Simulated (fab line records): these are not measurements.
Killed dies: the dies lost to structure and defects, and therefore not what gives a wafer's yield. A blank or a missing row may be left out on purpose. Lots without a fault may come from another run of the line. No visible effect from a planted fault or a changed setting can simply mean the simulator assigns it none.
Which tool was responsible? / flow nand-harc / 10 lots, 30 wafers sampled, at 7 steps of a route of 1302

WHAT THE GAUGES SHOWED, per wafer
NHARC_P_CONTACT_CD_MEAS_12 targets a cd of 90 nm. Usual: cd-nm 89.9 nm, standard deviation 0.51.
lot=L522; measured=day 7 01:11; on=cd-sem-01; cd-nm (nm)=89.8 90.2 90.6; flag=
lot=L523; measured=day 7 14:04; on=cd-sem-02; cd-nm (nm)=88.8 89.7 88.6; flag=
lot=L528; measured=day 9 14:08; on=cd-sem-02; cd-nm (nm)=90.2 89.3 90.7; flag=
lot=L529; measured=day 9 22:54; on=cd-sem-01; cd-nm (nm)=77.4 77.7 77.3 78.0 77.7 77.5; flag=OFF
lot=L530; measured=day 10 12:40; on=cd-sem-03; cd-nm (nm)=79.5 79.9 79.4 79.4 79.7 79.5; flag=OFF
lot=L537; measured=day 13 13:43; on=cd-sem-03; cd-nm (nm)=89.7 90.2 90.5; flag=
lot=L538; measured=day 13 18:16; on=cd-sem-01; cd-nm (nm)=89.4 89.5 89.7; flag=
lot=L540; measured=day 14 11:10; on=cd-sem-02; cd-nm (nm)=89.9 89.4 88.9; flag=
lot=L542; measured=day 15 08:37; on=cd-sem-01; cd-nm (nm)=88.8 89.4 89.7; flag=
lot=L541; measured=day 16 10:20; on=cd-sem-03; cd-nm (nm)=89.8 89.8 90.0; flag=

NHARC_P_CONTACT_CD_MEAS_19. Usual: cd-nm 89.2 nm, standard deviation 1.2.
lot=L522; measured=day 7 02:14; on=cd-sem-01; cd-nm (nm)=90.5 91.2 91.4; flag=
lot=L523; measured=day 7 15:07; on=cd-sem-03; cd-nm (nm)=88.2 89.6 88.5; flag=
lot=L528; measured=day 9 15:12; on=cd-sem-02; cd-nm (nm)=89.0 89.1 88.5; flag=
lot=L529; measured=day 10 03:44; on=cd-sem-03; cd-nm (nm)=78.6 76.8 76.0 78.6 76.7 76.0; flag=OFF
lot=L530; measured=day 10 15:30; on=cd-sem-01; cd-nm (nm)=78.9 79.4 80.6 79.2 79.5 80.4; flag=OFF
lot=L537; measured=day 13 14:46; on=cd-sem-01; cd-nm (nm)=90.0 90.9 90.3; flag=
lot=L538; measured=day 13 19:19; on=cd-sem-02; cd-nm (nm)=88.9 89.4 88.9; flag=
lot=L540; measured=day 14 12:14; on=cd-sem-01; cd-nm (nm)=89.2 89.3 89.1; flag=
lot=L542; measured=day 15 09:40; on=cd-sem-02; cd-nm (nm)=88.6 88.4 89.3; flag=
lot=L541; measured=day 16 11:26; on=cd-sem-03; cd-nm (nm)=89.6 90.1 87.5; flag=

NHARC_END_SORT_01. Usual: killed-at-array 58, standard deviation 15; killed-at-other 0.8, standard deviation 1.2; killed-at-periphery 3.5, standard deviation 2.5; killed-dies 62, standard deviation 15; killed-open 3.2, standard deviation 1.7; killed-short 2.4, standard deviation 1.5.
lot=L522; measured=day 25 06:41; on=prober-02; killed-at-array=63 70 71; killed-at-other=5 2 0; killed-at-periphery=3 0 1; killed-dies=71 72 72; killed-open=3 3 2; killed-short=6 1 4; flag=
lot=L523; measured=day 25 19:09; on=prober-02; killed-at-array=86 72 80; killed-at-other=1 2 2; killed-at-periphery=1 4 4; killed-dies=88 78 86; killed-open=2 0 3; killed-short=0 3 1; flag=
lot=L529; measured=day 30 07:30; on=prober-01; killed-at-array=33 32 38; killed-at-other=1 1 0; killed-at-periphery=50 78 86; killed-dies=84 111 124; killed-open=2 2 2; killed-short=1 2 2; flag=OFF
lot=L530; measured=day 27 23:59; on=prober-01; killed-at-array=47 46 40; killed-at-other=0 0 1; killed-at-periphery=37 25 15; killed-dies=84 71 56; killed-open=3 5 2; killed-short=2 2 1; flag=OFF

WHAT TOOL EACH LOT RAN ON (gives the tool, then ch and the chambers of the sampled wafers, and finally the start)
lot=L522; NHARC_P_CONTACT_DEP_00=pecvd-01 ch 0,2, day 6 23:52; NHARC_P_CONTACT_PEB_10=litho-track-01 ch 0, day 7 01:06; NHARC_P_CONTACT_ETCH_35=rie-diel-03 ch 0,1,3, day 7 01:28; NHARC_P_CONTACT_ETCH_18=rie-diel-03 ch 2,3, day 7 02:14 or earlier
lot=L523; NHARC_P_CONTACT_DEP_00=pecvd-04 ch 0,1,2, day 7 13:59 or earlier; NHARC_P_CONTACT_PEB_10=litho-track-04 ch 0, day 7 13:59; NHARC_P_CONTACT_ETCH_35=rie-diel-10 ch 0,2,3, day 7 14:20; NHARC_P_CONTACT_ETCH_18=rie-diel-10 ch 0,3, day 7 15:07 or earlier
lot=L528; NHARC_P_CONTACT_DEP_00=pecvd-03 ch 0,2, day 9 14:04 or earlier; NHARC_P_CONTACT_PEB_10=litho-track-01 ch 0, day 9 14:04; NHARC_P_CONTACT_ETCH_35=rie-diel-10 ch 2,3, day 9 14:25; NHARC_P_CONTACT_ETCH_18=rie-diel-10 ch 0,1,2, day 9 15:12 or earlier
lot=L529; NHARC_P_CONTACT_DEP_00=pecvd-04 ch 0,2, day 9 22:49 or earlier; NHARC_P_CONTACT_PEB_10=litho-track-01 ch 0, day 9 22:49; NHARC_P_CONTACT_ETCH_35=rie-diel-03 ch 2,3, day 10 02:50; NHARC_P_CONTACT_ETCH_18=rie-diel-03 ch 1,2, day 10 03:44 or earlier
lot=L530; NHARC_P_CONTACT_DEP_00=pecvd-03 ch 1,2, day 10 12:35 or earlier; NHARC_P_CONTACT_PEB_10=litho-track-01 ch 0, day 10 12:35; NHARC_P_CONTACT_ETCH_35=rie-diel-10 ch 0,2,3, day 10 14:41; NHARC_P_CONTACT_ETCH_18=rie-diel-10 ch 0,2,3, day 10 15:30 or earlier
lot=L537; NHARC_P_CONTACT_DEP_00=pecvd-01 ch 1,2, day 13 13:38 or earlier; NHARC_P_CONTACT_PEB_10=litho-track-04 ch 0, day 13 13:38; NHARC_P_CONTACT_ETCH_35=rie-diel-10 ch 0,2, day 13 13:59; NHARC_P_CONTACT_ETCH_18=rie-diel-10 ch 0,1,2, day 13 14:46 or earlier
lot=L538; NHARC_P_CONTACT_DEP_00=pecvd-04 ch 0,1,2, day 13 18:11 or earlier; NHARC_P_CONTACT_PEB_10=litho-track-01 ch 0, day 13 18:11; NHARC_P_CONTACT_ETCH_35=rie-diel-10 ch 0,2,3, day 13 18:32; NHARC_P_CONTACT_ETCH_18=rie-diel-10 ch 0,1,2, day 13 19:19 or earlier
lot=L540; NHARC_P_CONTACT_DEP_00=pecvd-04 ch 1,2, day 14 11:05 or earlier; NHARC_P_CONTACT_PEB_10=litho-track-06 ch 0, day 14 11:05; NHARC_P_CONTACT_ETCH_35=rie-diel-10 ch 0,2, day 14 11:26; NHARC_P_CONTACT_ETCH_18=rie-diel-10 ch 0,2, day 14 12:14 or earlier
lot=L542; NHARC_P_CONTACT_DEP_00=pecvd-01 ch 0,1,2, day 15 08:32 or earlier; NHARC_P_CONTACT_PEB_10=litho-track-01 ch 0, day 15 08:32; NHARC_P_CONTACT_ETCH_35=rie-diel-03 ch 0,1,2, day 15 08:53; NHARC_P_CONTACT_ETCH_18=rie-diel-03 ch 1,2,3, day 15 09:40 or earlier
lot=L541; NHARC_P_CONTACT_DEP_00=pecvd-01 ch 1,2, day 16 10:16 or earlier; NHARC_P_CONTACT_PEB_10=litho-track-01 ch 0, day 16 10:16; NHARC_P_CONTACT_ETCH_35=rie-diel-10 ch 1,2, day 16 10:38; NHARC_P_CONTACT_ETCH_18=rie-diel-10 ch 0,1, day 16 11:26 or earlier
- NHARC_P_CONTACT_DEP_00: deposits SiO2, target thk 500 nm.
- NHARC_P_CONTACT_PEB_10: peb time 65 s.
- NHARC_P_CONTACT_ETCH_35: etches the open film in CF4, target depth 39 nm, time 65 s.
- NHARC_P_CONTACT_ETCH_18: etches the open film in C4F8/O2/Ar, target depth 481 nm, time 240.5 s.

WHAT THE TOOLS THEMSELVES READ (means of the sampled wafers that have a number; where no wafer has one, the mark that the record gives instead)
NHARC_P_CONTACT_DEP_00. Usual: chamber-pressure-Torr 6.498 Torr, standard deviation 0.014; heater-power-w 550 W, standard deviation 92; throttle-valve-pct 16.0 %, standard deviation 0.64.
lot=L522; tool=pecvd-01; chamber-pressure-Torr (Torr)=6.494; heater-power-w (W)=504; throttle-valve-pct (%)=15.7; flag=
lot=L523; tool=pecvd-04; chamber-pressure-Torr (Torr)=6.490; heater-power-w (W)=515; throttle-valve-pct (%)=16.6; flag=
lot=L528; tool=pecvd-03; chamber-pressure-Torr (Torr)=6.502; heater-power-w (W)=720; throttle-valve-pct (%)=15.7; flag=
lot=L529; tool=pecvd-04; chamber-pressure-Torr (Torr)=6.517; heater-power-w (W)=598; throttle-valve-pct (%)=16.9; flag=
lot=L530; tool=pecvd-03; chamber-pressure-Torr (Torr)=6.499; heater-power-w (W)=662; throttle-valve-pct (%)=15.6; flag=
lot=L537; tool=pecvd-01; chamber-pressure-Torr (Torr)=6.490; heater-power-w (W)=568; throttle-valve-pct (%)=16.4; flag=
lot=L538; tool=pecvd-04; chamber-pressure-Torr (Torr)=6.505; heater-power-w (W)=571; throttle-valve-pct (%)=16.6; flag=
lot=L540; tool=pecvd-04; chamber-pressure-Torr (Torr)=6.505; heater-power-w (W)=595; throttle-valve-pct (%)=16.9; flag=
lot=L542; tool=pecvd-01; chamber-pressure-Torr (Torr)=6.501; heater-power-w (W)=488; throttle-valve-pct (%)=15.7; flag=
lot=L541; tool=pecvd-01; chamber-pressure-Torr (Torr)=6.512; heater-power-w (W)=528; throttle-valve-pct (%)=16.1; flag=

NHARC_P_CONTACT_PEB_10. Usual: heater-power-total-W 156.6 W, standard deviation 0.45; plate-temp-C 100.04 C, standard deviation 0.12.
lot=L522; tool=litho-track-01; heater-power-total-W (W)=156.8; plate-temp-C (C)=100.03; flag=
lot=L523; tool=litho-track-04; heater-power-total-W (W)=157.0; plate-temp-C (C)=100.05; flag=
lot=L528; tool=litho-track-01; heater-power-total-W (W)=156.8; plate-temp-C (C)=100.05; flag=
lot=L529; tool=litho-track-01; heater-power-total-W (W)=150.2; plate-temp-C (C)=96.87; flag=OFF
lot=L530; tool=litho-track-01; heater-power-total-W (W)=150.1; plate-temp-C (C)=96.85; flag=OFF
lot=L537; tool=litho-track-04; heater-power-total-W (W)=156.6; plate-temp-C (C)=100.00; flag=
lot=L538; tool=litho-track-01; heater-power-total-W (W)=156.4; plate-temp-C (C)=99.96; flag=
lot=L540; tool=litho-track-06; heater-power-total-W (W)=156.7; plate-temp-C (C)=99.98; flag=
lot=L542; tool=litho-track-01; heater-power-total-W (W)=157.1; plate-temp-C (C)=100.14; flag=
lot=L541; tool=litho-track-01; heater-power-total-W (W)=156.5; plate-temp-C (C)=99.92; flag=

NHARC_P_CONTACT_ETCH_35. Usual: bias-w 100.0 W, standard deviation 0.31; drypump-motor-current-A 5.74 A, standard deviation 0.27; oes-product-au 0.999 a.u., standard deviation 0.0072; rf-vpp-V 151.5 V, standard deviation 1.2; showerhead-plenum-p-Torr 1.79 Torr, standard deviation 0.075; throttle-valve-pct 13.282 %, standard deviation 0.0091.
lot=L522; tool=rie-diel-03; bias-w (W)=100.1; drypump-motor-current-A (A)=5.71; oes-product-au (a.u.)=0.991; rf-vpp-V (V)=151.9; showerhead-plenum-p-Torr (Torr)=1.78; throttle-valve-pct (%)=13.284; flag=
lot=L523; tool=rie-diel-10; bias-w (W)=100.0; drypump-motor-current-A (A)=5.72; oes-product-au (a.u.)=1.002; rf-vpp-V (V)=151.1; showerhead-plenum-p-Torr (Torr)=1.78; throttle-valve-pct (%)=13.281; flag=
lot=L528; tool=rie-diel-10; bias-w (W)=99.9; drypump-motor-current-A (A)=5.45; oes-product-au (a.u.)=1.003; rf-vpp-V (V)=152.0; showerhead-plenum-p-Torr (Torr)=1.82; throttle-valve-pct (%)=13.278; flag=
lot=L529; tool=rie-diel-03; bias-w (W)=100.0; drypump-motor-current-A (A)=5.60; oes-product-au (a.u.)=0.995; rf-vpp-V (V)=150.3; showerhead-plenum-p-Torr (Torr)=1.82; throttle-valve-pct (%)=13.296; flag=
lot=L530; tool=rie-diel-10; bias-w (W)=99.9; drypump-motor-current-A (A)=5.72; oes-product-au (a.u.)=1.000; rf-vpp-V (V)=151.0; showerhead-plenum-p-Torr (Torr)=1.78; throttle-valve-pct (%)=13.284; flag=
lot=L537; tool=rie-diel-10; bias-w (W)=100.4; drypump-motor-current-A (A)=5.99; oes-product-au (a.u.)=1.001; rf-vpp-V (V)=150.5; showerhead-plenum-p-Torr (Torr)=1.75; throttle-valve-pct (%)=13.280; flag=
lot=L538; tool=rie-diel-10; bias-w (W)=99.5; drypump-motor-current-A (A)=5.73; oes-product-au (a.u.)=0.998; rf-vpp-V (V)=151.5; showerhead-plenum-p-Torr (Torr)=1.78; throttle-valve-pct (%)=13.282; flag=
lot=L540; tool=rie-diel-10; bias-w (W)=100.3; drypump-motor-current-A (A)=5.80; oes-product-au (a.u.)=1.007; rf-vpp-V (V)=152.7; showerhead-plenum-p-Torr (Torr)=1.81; throttle-valve-pct (%)=13.284; flag=
lot=L542; tool=rie-diel-03; bias-w (W)=100.1; drypump-motor-current-A (A)=5.70; oes-product-au (a.u.)=0.995; rf-vpp-V (V)=151.8; showerhead-plenum-p-Torr (Torr)=1.84; throttle-valve-pct (%)=13.289; flag=
lot=L541; tool=rie-diel-10; bias-w (W)=100.3; drypump-motor-current-A (A)=5.68; oes-product-au (a.u.)=1.004; rf-vpp-V (V)=151.8; showerhead-plenum-p-Torr (Torr)=1.83; throttle-valve-pct (%)=13.286; flag=

NHARC_P_CONTACT_ETCH_18. Usual: bias-w 1500 W, standard deviation 4.4; oes-product-au 0.956 a.u., standard deviation 0.018; rf-vpp-V 979 V, standard deviation 6.
lot=L522; tool=rie-diel-03; bias-w (W)=1501; oes-product-au (a.u.)=0.960; rf-vpp-V (V)=983; flag=
lot=L523; tool=rie-diel-10; bias-w (W)=1499; oes-product-au (a.u.)=0.939; rf-vpp-V (V)=973; flag=
lot=L528; tool=rie-diel-10; bias-w (W)=1501; oes-product-au (a.u.)=0.941; rf-vpp-V (V)=980; flag=
lot=L529; tool=rie-diel-03; bias-w (W)=1500; oes-product-au (a.u.)=0.926; rf-vpp-V (V)=981; flag=
lot=L530; tool=rie-diel-10; bias-w (W)=1500; oes-product-au (a.u.)=0.954; rf-vpp-V (V)=979; flag=
lot=L537; tool=rie-diel-10; bias-w (W)=1502; oes-product-au (a.u.)=0.929; rf-vpp-V (V)=981; flag=
lot=L538; tool=rie-diel-10; bias-w (W)=1497; oes-product-au (a.u.)=0.971; rf-vpp-V (V)=980; flag=
lot=L540; tool=rie-diel-10; bias-w (W)=1503; oes-product-au (a.u.)=0.968; rf-vpp-V (V)=977; flag=
lot=L542; tool=rie-diel-03; bias-w (W)=1493; oes-product-au (a.u.)=0.959; rf-vpp-V (V)=978; flag=
lot=L541; tool=rie-diel-10; bias-w (W)=1501; oes-product-au (a.u.)=0.966; rf-vpp-V (V)=979; flag=

THE ANSWER, worked out from the rows above alone
Rule: a lot counts as off when the mean over its wafers that have a number is more than 3 standard deviations away from the usual mean. A lot without any number at a reading at which 4 lots or more have one is off too. Any other lot the step has rows for is counted as sound. Order of review: gauges by route order, followed by the tools' own readings, for which a lot's mean as printed above is used. The first step at which some lot is off is used, and at that step the reading that is off furthest; a lot without a number counts as furthest.
Off: L529, L530, at NHARC_P_CONTACT_CD_MEAS_12 (cd-nm).
A tool fits if, at a process step before that reading, it ran every lot that is off, and no sound lot after the first of them. Not tried: the gauges at NHARC_P_CONTACT_CD_MEAS_12; whatever is off there is also off at NHARC_END_SORT_01, on other tools, and gauge error can't account for it. Because NHARC_P_CONTACT_DEP_00 lacks a start for some lots, the hours and order of its lots are taken from NHARC_P_CONTACT_PEB_10. Not one of the candidates tried fits.

WHAT WAS PUT IN BY THE SIMULATOR
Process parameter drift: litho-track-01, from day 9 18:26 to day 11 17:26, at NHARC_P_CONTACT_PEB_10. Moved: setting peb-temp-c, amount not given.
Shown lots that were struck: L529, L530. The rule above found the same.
